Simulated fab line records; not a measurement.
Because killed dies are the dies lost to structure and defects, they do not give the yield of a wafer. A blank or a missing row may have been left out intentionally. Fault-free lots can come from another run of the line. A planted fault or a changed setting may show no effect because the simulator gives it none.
Code-filled problem report in 8D (eight disciplines) form ; flow nandHarc ; the parts of the form that need people (team, actions taken, sign-off) are left out

## 1. WHAT WENT WRONG
At NHARC_A_SGD_CUT_CD_MEAS_09, cdNm averages 85.0 nm over 12 wafers from 4 lots, while fault-free wafers read 100.0 nm, standard deviation 0.58. That puts it -26 standard deviations away from the usual mean.
The step: target cd 100 nm.
The first sign was on wafer L921.1 at day 25 13:24, on cdSem-03. The record has a number at this step for 36 wafers belonging to 12 lots. Rule for "out", or "out of limits": more than 4 standard deviations from the usual mean. The other wafers with a number count as sound.

## 2. WHAT IT IS; WHAT IT IS NOT
question;is;is not
which readings at this step;cdNm;-
which lots;L921, L923, L924, L926;L905, L906, L909, L911, L912, L915, L920, L927
which wafers of those lots;all that have a number;-
read on which gauges;cdSem-01, cdSem-03;cdSem-02
when;from day 25 13:24;"up to then (18 sound wafers); but 6 sound wafers of L920, L927 came after"

## 3. THE SUSPECTS, EACH WITH WHAT RULES IT OUT
Counting: any tool at a process step up to the reading is kept as a suspect provided that every lot that is out went through it and no sound lot did after the first of them.
- ruled out: the gauge at NHARC_A_SGD_CUT_CD_MEAS_09. 2 gauges (cdSem-01, cdSem-03) read the wafers that are out.
- arfiScanner-01 at NHARC_A_SGD_CUT_EXPOSE_06 (exposes mask SGD): kept. It processed each lot that is out, first L921 at day 25 13:16, and no sound lot thereafter; up to then, the last sound lot it processed was L909 at day 20 12:44. Out on those wafers are its own readings of exposureDoseMJCm2.
After counting, what remains is arfiScanner-01 at NHARC_A_SGD_CUT_EXPOSE_06.

## 4. THE CAUSE (what the simulator had put in)
Process parameters drifting: arfiScanner-01 at NHARC_A_SGD_CUT_EXPOSE_06, beginning at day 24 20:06. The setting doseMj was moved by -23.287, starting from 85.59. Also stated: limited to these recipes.
This tool alone remained once counting was done.

## 5. THE EFFECT CHAIN, in route order
Each row: a reading where the mean over the struck wafers with a number is more than 3 standard deviations away from the usual. Scope: only readings with a usual standard deviation given in the record; hours: median across lots of the time from each lot's start at the first step in this table that gives one to its start at this step; sigmas: change in usual standard deviations.
hours;step;reading;usual;on struck wafers;change;sigmas
0;NHARC_A_SGD_CUT_EXPOSE_06;exposureDoseMJCm2;86.5;68.5;-18.0;-25
0;NHARC_A_SGD_CUT_CD_MEAS_09;cdNm;100.0 nm;85.0;-15.0;-26
Here are the process steps it includes:
- NHARC_A_SGD_CUT_EXPOSE_06: exposes mask SGD.

## 6. WHAT WOULD HAVE CAUGHT IT SOONER
The first out-of-limits reading at a measuring or inspecting step in this record came at day 25 13:24, 17 hours after the fault's start at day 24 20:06.
The tool's own readings at NHARC_A_SGD_CUT_EXPOSE_06 were out on every struck wafer that the step has a row for (exposureDoseMJCm2): an alarm limit on them would have fired on the first of those.
Lots out: 4; of these, L923, L924, L926 started NHARC_A_SGD_CUT_EXPOSE_06 on arfiScanner-01 after day 25 13:24. A hold on the tool at that time would have spared those 3.
